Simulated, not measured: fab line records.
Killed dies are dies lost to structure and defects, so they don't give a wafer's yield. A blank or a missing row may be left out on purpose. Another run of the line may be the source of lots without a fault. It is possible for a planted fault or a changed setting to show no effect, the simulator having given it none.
Chamber matching ; flow n5Finfet ; rieDiel-03 running N5_BEOL_M8_ETCH_62: 4 sister chambers
The step etches SOC in N2/H2, target depth 110 nm, overetch 22 nm, time 165 s. 22 wafers are shown with their chamber, then 11 later ones without.

EACH WAFER AND ITS CHAMBER
wafer;chamber;showerheadPlenumPTorr (Torr);throttleValvePct (%);rfVppV (V)
L074.2;0;2.45;17.81;521
L074.3;1;2.68;17.39;527
L074.5;2;2.45;17.99;521
L077.1;1;2.68;17.40;528
L077.4;0;2.45;17.84;522
L077.5;2;2.45;18.00;521
L080.2;1;2.68;17.38;528
L080.5;1;2.68;17.41;529
L080.6;0;2.45;17.80;520
L079.1;1;2.67;17.41;528
L079.4;0;2.45;17.83;522
L079.6;1;2.67;17.40;529
L082.2;3;2.67;17.67;528
L082.4;0;2.44;17.83;521
L082.5;1;2.67;17.40;528
L083.1;2;2.44;18.01;522
L083.4;3;2.66;17.67;527
L083.5;1;2.67;17.41;528
L088.2;1;2.66;17.43;528
L088.3;0;2.44;17.86;520
L088.5;0;2.44;17.87;521
L087.1;0;2.44;17.86;520

SIGNATURES, as means of the wafers listed above
reading;chamber 0;chamber 1;chamber 2;chamber 3;scatter within a chamber
showerheadPlenumPTorr;2.4450;2.6733;2.4467;2.6650;0.00631
throttleValvePct;17.8375;17.4033;18.0000;17.6700;0.0185
rfVppV;520.88;528.11;521.33;527.50;0.704
Rule: for a wafer and a chamber, the distance is found by dividing, reading by reading, the gap between the wafer's reading and the chamber's mean by the reading's scatter, squaring, summing and taking the root. The wafer belongs to the nearest chamber; if the next one is less than 2 further off, it can't be placed. The scatter: take each reading less its chamber's mean, square it, sum over the shown wafers, divide by the number of wafers less the number of chambers, and take the root.

WAFERS MISSING THEIR CHAMBER
wafer;showerheadPlenumPTorr (Torr);throttleValvePct (%);rfVppV (V)
L087.5;2.66;17.71;527
L087.6;2.44;17.86;521
L089.1;2.66;17.71;527
L089.3;2.66;17.44;526
L089.4;2.44;17.87;521
L096.1;2.66;17.47;527
L096.5;2.43;17.90;520
L096.6;2.65;17.73;528
L097.1;2.65;17.47;526
L097.3;2.65;17.74;527
L097.5;2.65;17.48;528

EACH ONE'S CHAMBER
wafer;from the rows above;in truth
L087.5;3;3
L087.6;0;0
L089.1;3;3
L089.3;1;1
L089.4;0;0
L096.1;1;1
L096.5;can't be placed: 0 or 2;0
L096.6;3;3
L097.1;1;1
L097.3;3;3
L097.5;1;1
Correctly placed: 10 of 11. Cannot be placed on the basis of these rows: 1; the candidates contain the true chamber in 1. Wrongly placed: 0.
